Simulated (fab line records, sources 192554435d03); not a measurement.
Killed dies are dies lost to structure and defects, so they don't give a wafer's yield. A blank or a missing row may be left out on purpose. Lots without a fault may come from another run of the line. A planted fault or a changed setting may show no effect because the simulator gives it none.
Chamber matching | flow n5_finfet | N5_BEOL_M13_VIA_ETCH_16 on rie_diel-03: 4 sister chambers
The step etches SiOC in C4F8/O2/Ar, target depth 921.7 nm. 16 wafers are shown with their chamber, then 8 later ones without.

WAFERS WITH THEIR CHAMBER
wafer  | chamber | showerhead_plenum_p_Torr (Torr) | oes_product_au (a.u.) | throttle_valve_pct (%)
L074.1 | 2       | 3.60                            | 0.87                  | 24.2
L074.3 | 0       | 3.49                            | 0.64                  | 24.1
L074.5 | 3       | 3.24                            | 0.64                  | 24.1
L077.1 | 3       | 3.24                            | 0.65                  | 24.2
L077.2 | 2       | 3.60                            | 0.86                  | 24.2
L077.6 | 2       | 3.60                            | 0.86                  | 24.2
L078.1 | 1       | 3.54                            | 0.66                  | 24.6
L078.4 | 3       | 3.24                            | 0.65                  | 24.2
L078.6 | 0       | 3.49                            | 0.63                  | 24.1
L084.1 | 0       | 3.48                            | 0.64                  | 24.1
L084.3 | 3       | 3.23                            | 0.64                  | 24.2
L084.4 | 1       | 3.53                            | 0.66                  | 24.7
L088.3 | 1       | 3.53                            | 0.66                  | 24.7
L088.5 | 0       | 3.48                            | 0.64                  | 24.1
L088.6 | 3       | 3.23                            | 0.63                  | 24.2
L091.1 | 0       | 3.48                            | 0.63                  | 24.1

SIGNATURES (means of the wafers above)
reading                  | chamber 0 | chamber 1 | chamber 2 | chamber 3 | scatter within a chamber
showerhead_plenum_p_Torr | 3.4840    | 3.5333    | 3.6000    | 3.2360    | 0.00506
oes_product_au           | 0.6360    | 0.6600    | 0.8633    | 0.6420    | 0.00624
throttle_valve_pct       | 24.100    | 24.667    | 24.200    | 24.180    | 0.035
Rule: a wafer's distance from a chamber is the root of the sum, over the readings, of the square of ((its reading less the chamber's mean) divided by the reading's scatter). The wafer belongs to the nearest chamber; if the next one is less than 2 further off, it can't be placed. The scatter: the root of (the sum of the squares of (reading less its chamber's mean) over the shown wafers, divided by (wafers less chambers)).

WAFERS WITHOUT THEIR CHAMBER
wafer  | showerhead_plenum_p_Torr (Torr) | oes_product_au (a.u.) | throttle_valve_pct (%)
L091.2 | 3.52                            | 0.65                  | 24.7
L091.6 | 3.48                            | 0.63                  | 24.1
L094.2 | 3.52                            | 0.65                  | 24.7
L094.3 | 3.22                            | 0.62                  | 24.2
L094.5 | 3.52                            | 0.65                  | 24.7
L093.1 | 3.22                            | 0.63                  | 24.2
L093.2 | 3.52                            | 0.65                  | 24.7
L093.3 | 3.47                            | 0.62                  | 24.1

WHICH CHAMBER EACH WENT THROUGH
wafer  | from the rows above | in truth
L091.2 | 1                   | 1
L091.6 | 0                   | 0
L094.2 | 1                   | 1
L094.3 | 3                   | 3
L094.5 | 1                   | 1
L093.1 | 3                   | 3
L093.2 | 1                   | 1
L093.3 | 0                   | 0
Placed correctly: 8 of 8. Can't be placed from these rows: 0. Placed wrongly: 0.
